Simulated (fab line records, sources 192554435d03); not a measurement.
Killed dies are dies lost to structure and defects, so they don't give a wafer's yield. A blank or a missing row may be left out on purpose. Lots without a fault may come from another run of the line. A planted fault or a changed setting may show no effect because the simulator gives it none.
fab line records | flow n5_finfet | part 2 of 2: steps 5 to 6 of 6
record lots=22 wafers=66 last_day=17
route steps=1938 shown MOL_CONTACT_COAG@530
lots that met no fault: from a run of the same line without faults
start_h: hours from the record's first day to the start of the lot's first wafer shown | wait_h: hours since the lot's step before | " the same as in the row above | L1.1+2: a row that stands for several wafers | - no value, or no start given | * or withheld: withheld | < > ~ a bound
route shown NAME@n: a module of which the file shows steps, and the number in the route of the first | usual: mean/standard deviation of fault-free wafers | same: alike in all rows | chamber/n: place in a boat | sites: the reading at each site | _std_site: their standard deviation | _edge_site: outer sites' mean less inner sites' | radius_mm: how far each site lies from the wafer's centre | mask NAME#n: copy n | behind: the tool/chamber that last shaped the wafer | hold: why the lot was held/for how many hours/how that ended | device: the transistor (n, p or np) that didn't switch | end of line: the same wafers' tests at the end of the route | a step without rows: its recipe alone | killed: dies lost to structure and defects at the first sort, not the wafer's yield | map: a wafer's dies, x killed, . not, _ none there
set.NAME: the setting as run; set.NAME@STEP: as run at that earlier step | model.NAME: the simulator's own value behind a step, which no gauge read
steps of the route over a sample of lots; a table a step, a row a wafer
services: from which hour (start_h, from the record's first day; less than 0 if before it) a tool's chamber was out of use, for how many hours, and why
## steps
# step N5_MOL_CONTACT_COAG_INSPECT_57
# recipe mode=adi inspect_instrument=brightfield
# usual raw_defect_count=202/56
# columns lot.wafer tool chamber start_h wait_h raw_defect_count
L074.2 defect_inspect-01 - 101.38 0.0 149
L074.4 " - " " 116
L074.5 " - " " 207
L075.1 defect_inspect-02 - 103.91 0.1 125
L075.2 " - " " 149
L075.5 " - " " 146
L076.3 defect_inspect-02 - 107.37 0.0 240
L076.5 " - " " 149
L076.6 " - " " 131
L077.2 defect_inspect-02 - 118.64 0.0 211
L077.3 " - " " 176
L077.4 " - " " 145
L078.2 defect_inspect-01 - 125.43 0.0 190
L078.3 " - " " 277
L078.4 " - " " 190
L079.2 defect_inspect-02 - 129.48 0.0 272
L079.3 " - " " 290
L079.6 " - " " 230
L080.3 defect_inspect-01 - 136.53 0.0 202
L080.4 " - " " 174
L080.6 " - " " 140
L081.3 defect_inspect-01 - 141.91 0.0 159
L081.4 " - " " 180
L081.6 " - " " 141
L082.1 defect_inspect-01 - 145.59 0.1 289
L082.2 " - " " 179
L082.3 " - " " 261
L083.2 defect_inspect-01 - 148.99 0.0 177
L083.5 " - " " 256
L083.6 " - " " 245
L084.2 defect_inspect-01 - 157.49 0.0 128
L084.3 " - " " 142
L084.4 " - " " 190
L085.1 defect_inspect-02 - 166.47 0.1 252
L085.4 " - " " 294
L085.5 " - " " 222
L088.2 defect_inspect-01 - 184.88 0.0 254
L088.5 " - " " 247
L088.6 " - " " 216
L087.1 defect_inspect-02 - 185.73 0.1 197
L087.2 " - " " 188
L087.4 " - " " 212
L089.1 defect_inspect-02 - 197.30 0.1 151
L089.4 " - " " 174
L089.6 " - " " 143
L091.2 defect_inspect-02 - 207.00 0.0 169
L091.4 " - " " 203
L091.6 " - " " 196
L092.2 defect_inspect-02 - 213.71 0.0 238
L092.4 " - " " 259
L092.6 " - " " 255
L093.2 defect_inspect-02 - 217.14 0.0 232
L093.3 " - " " 140
L093.5 " - " " 207
L094.1 defect_inspect-02 - 221.18 0.1 126
L094.5 " - " " 105
L094.6 " - " " 163
L095.1 defect_inspect-02 - 224.93 0.1 232
L095.2 " - " " 204
L095.5 " - " " 369
L096.2 defect_inspect-01 - 236.29 0.0 246
L096.4 " - " " 162
L096.6 " - " " 243
L097.3 defect_inspect-01 - 239.46 0.0 178
L097.5 " - " " 173
L097.6 " - " " 151
# step N5_MOL_CONTACT_COAG_ETCH_90
# recipe chemistry=CF4 target=SiARC target_depth_a=130 mask_material=CAR-EUV time_s=21.7 ion_energy_ev=80 pressure_mtorr=40 source_w=545 bias_w=36 Ar_flow_sccm=100 cf4_flow_sccm=100 ends=cleared
# usual drypump_motor_current_A=5.5/0.39 etch_rf_on_time_s=21.8/0.89 oes_product_au=0.67/0.073 rf_vpp_V=183.9/1.3 showerhead_plenum_p_Torr=2.12/0.08 throttle_valve_pct=15.60/0.26
# columns lot.wafer tool chamber start_h wait_h drypump_motor_current_A etch_rf_on_time_s oes_product_au rf_hours_counter_h rf_vpp_V showerhead_plenum_p_Torr throttle_valve_pct
L074.2 rie_diel-01 1 101.47 0.0 5.2 22.3 0.65 124 183.8 2.14 15.62
L074.4 " 2 " " 5.4 21.0 0.76 42 183.5 2.18 15.39
L074.5 " 2 " " 5.4 20.9 0.76 - 184.0 2.18 15.39
L075.1 rie_diel-05 3 104.00 0.0 5.0 20.6 0.63 195 183.9 2.21 15.72
L075.2 " 0 " " 4.8 21.2 0.62 173 182.2 2.06 15.81
L075.5 " 0 " " 4.8 21.1 0.62 - 183.2 2.06 15.80
L076.3 rie_diel-01 0 107.46 0.0 6.0 22.6 0.81 12 183.9 2.11 15.34
L076.5 " 0 " " 6.0 22.6 0.81 - 185.4 2.11 15.34
L076.6 " 1 " " 5.2 22.2 0.65 - 184.8 2.14 15.62
L077.2 rie_diel-04 1 118.94 0.0 5.6 22.7 0.58 217 181.9 2.03 15.71
L077.3 " 3 " " 5.0 21.5 0.59 237 185.0 2.19 15.51
L077.4 " 2 " " 5.7 22.9 0.59 213 185.4 2.21 16.01
L078.2 rie_diel-05 3 125.92 0.0 5.0 20.6 0.63 202 186.2 2.21 15.72
L078.3 " 2 " " 5.7 21.1 0.69 127 183.1 1.99 15.94
L078.4 " 1 " " 5.5 23.2 0.69 55 182.7 2.09 15.32
L079.2 rie_diel-01 2 129.57 0.0 5.4 20.8 0.75 51 184.9 2.17 15.41
L079.3 " 0 " " 6.0 22.2 0.79 19 183.4 2.11 15.36
L079.6 " 1 " " 5.2 22.0 0.65 - 184.7 2.13 15.63
L080.3 rie_diel-01 0 136.62 0.0 6.0 22.8 0.78 22 184.0 2.11 15.35
L080.4 " 2 " " 5.4 21.2 0.74 53 185.4 2.17 15.43
L080.6 " 1 " " 5.2 22.4 0.64 - 184.8 2.13 15.65
L081.3 rie_diel-01 1 142.33 0.0 5.2 22.4 0.64 138 184.7 2.13 15.65
L081.4 " 2 " " 5.4 21.2 0.74 55 183.2 2.17 15.43
L081.6 " 3 " " 5.9 22.6 0.60 - 184.2 2.20 15.70
L082.1 rie_diel-05 1 145.67 0.0 5.6 23.1 0.68 61 183.4 2.09 15.34
L082.2 " 2 " " 5.7 21.2 0.68 134 182.0 1.98 15.96
L082.3 " 0 " " 4.8 21.2 0.62 186 182.6 2.05 15.82
L083.2 rie_diel-04 2 149.08 0.0 5.7 22.8 0.59 223 184.1 2.21 16.02
L083.5 " 2 " " 5.7 22.7 0.59 - 184.5 2.21 16.03
L083.6 " 3 " " 5.1 21.5 0.59 - 185.1 2.19 15.53
L084.2 rie_diel-05 2 157.86 0.0 5.7 21.0 0.68 139 184.9 1.98 15.96
L084.3 " 1 " " 5.6 23.2 0.67 65 183.2 2.09 15.33
L084.4 " 3 " " 5.0 20.3 0.62 213 185.0 2.20 15.76
L085.1 rie_diel-01 2 166.56 0.0 5.4 20.9 0.74 64 183.7 2.17 15.44
L085.4 " 0 " " 6.0 22.3 0.77 33 183.1 2.10 15.37
L085.5 " 1 " " 5.2 22.1 0.64 - 183.5 2.13 15.66
L088.2 rie_diel-05 1 185.33 0.0 5.6 23.1 0.67 74 183.8 2.08 15.36
L088.5 " 3 " " 5.0 20.3 0.61 - 184.9 2.20 15.77
L088.6 " 2 " " 5.7 21.2 0.67 - 182.4 1.98 15.98
L087.1 rie_diel-05 3 185.82 0.0 5.0 20.5 0.61 223 184.2 2.20 15.77
L087.2 " 1 " " 5.6 23.2 0.67 74 184.1 2.08 15.35
L087.4 " 2 " " 5.7 21.4 0.67 149 181.0 1.98 16.01
L089.1 rie_diel-05 0 197.39 0.0 4.8 21.3 0.61 201 183.1 2.05 15.85
L089.4 " 1 " " 5.5 23.3 0.66 - 182.5 2.08 15.39
L089.6 " 0 " " 4.8 21.2 0.61 - 183.2 2.05 15.87
L091.2 rie_diel-05 0 207.09 0.0 4.8 21.2 0.60 205 183.5 2.05 15.87
L091.4 " 1 " " 5.6 23.3 0.66 81 183.2 2.08 15.38
L091.6 " 2 " " 5.7 21.3 0.67 - 182.3 1.98 16.00
L092.2 rie_diel-04 0 213.79 0.0 6.0 22.2 0.74 23 184.9 2.18 15.28
L092.4 " 0 " " 6.0 22.2 0.76 - 185.5 2.18 15.28
L092.6 " 3 " " 5.0 20.3 0.81 - 184.9 2.18 15.02
L093.2 rie_diel-04 0 217.55 0.0 6.0 22.3 0.75 24 184.0 2.18 15.28
L093.3 " 1 " " 5.6 21.7 0.84 3 184.6 2.27 15.30
L093.5 " 0 " " 6.0 22.5 0.74 - 184.7 2.18 15.29
L094.1 rie_diel-01 0 221.27 0.0 6.0 22.6 0.74 55 184.7 2.10 15.38
L094.5 " 0 " " 6.0 22.5 0.74 - 183.4 2.10 15.41
L094.6 " 1 " " 5.2 22.6 0.61 - 183.1 2.12 15.71
L095.1 rie_diel-04 1 225.02 0.0 5.6 21.9 0.84 6 185.9 2.27 15.32
L095.2 " 0 " " 6.0 22.7 0.73 27 185.0 2.18 15.29
L095.5 " 3 " " 5.0 20.6 0.78 - 185.8 2.18 15.03
L096.2 rie_diel-05 1 236.37 0.0 5.5 23.1 0.65 91 183.4 2.08 15.40
L096.4 " 2 " " 5.7 21.4 0.65 163 180.9 1.98 16.00
L096.6 " 2 " " 5.7 21.3 0.66 - 183.0 1.98 16.01
L097.3 rie_diel-05 3 239.58 0.0 5.0 20.8 0.60 239 183.6 2.19 15.79
L097.5 " 3 " " 5.0 20.6 0.60 - 184.5 2.19 15.79
L097.6 " 2 " " 5.7 21.4 0.65 - 183.0 1.98 16.01
## services
# columns tool chamber start_h hours kind
rie_diel-01 1 81.27 3.3 repair
pvd_sputter-01 - 113.29 2.6 repair
pvd_sputter-01 - 116.88 4.3 repair
rie_diel-04 0 146.67 - clean
rie_diel-04 0 146.67 - consumable_replace:focus_ring
rie_diel-04 0 146.67 13.9 scheduled_down
rie_diel-04 0 146.67 13.9 vent_cycle
rie_diel-05 0 148.21 4.6 repair
rie_diel-04 3 160.57 - clean
rie_diel-04 3 160.57 - consumable_replace:focus_ring
rie_diel-04 3 160.57 28.2 scheduled_down
rie_diel-04 3 160.57 28.2 vent_cycle
rie_diel-01 3 195.47 16.5 repair
rie_diel-04 1 196.86 - clean
rie_diel-04 1 196.86 - consumable_replace:focus_ring
rie_diel-04 1 196.86 - consumable_replace:showerhead
rie_diel-04 1 196.86 14.6 scheduled_down
rie_diel-04 1 196.86 14.6 vent_cycle
rie_diel-04 0 199.60 4.3 repair
rie_diel-04 2 211.62 - clean
rie_diel-04 2 211.62 - consumable_replace:focus_ring
rie_diel-04 2 211.62 19.5 scheduled_down
rie_diel-04 2 211.62 19.5 vent_cycle
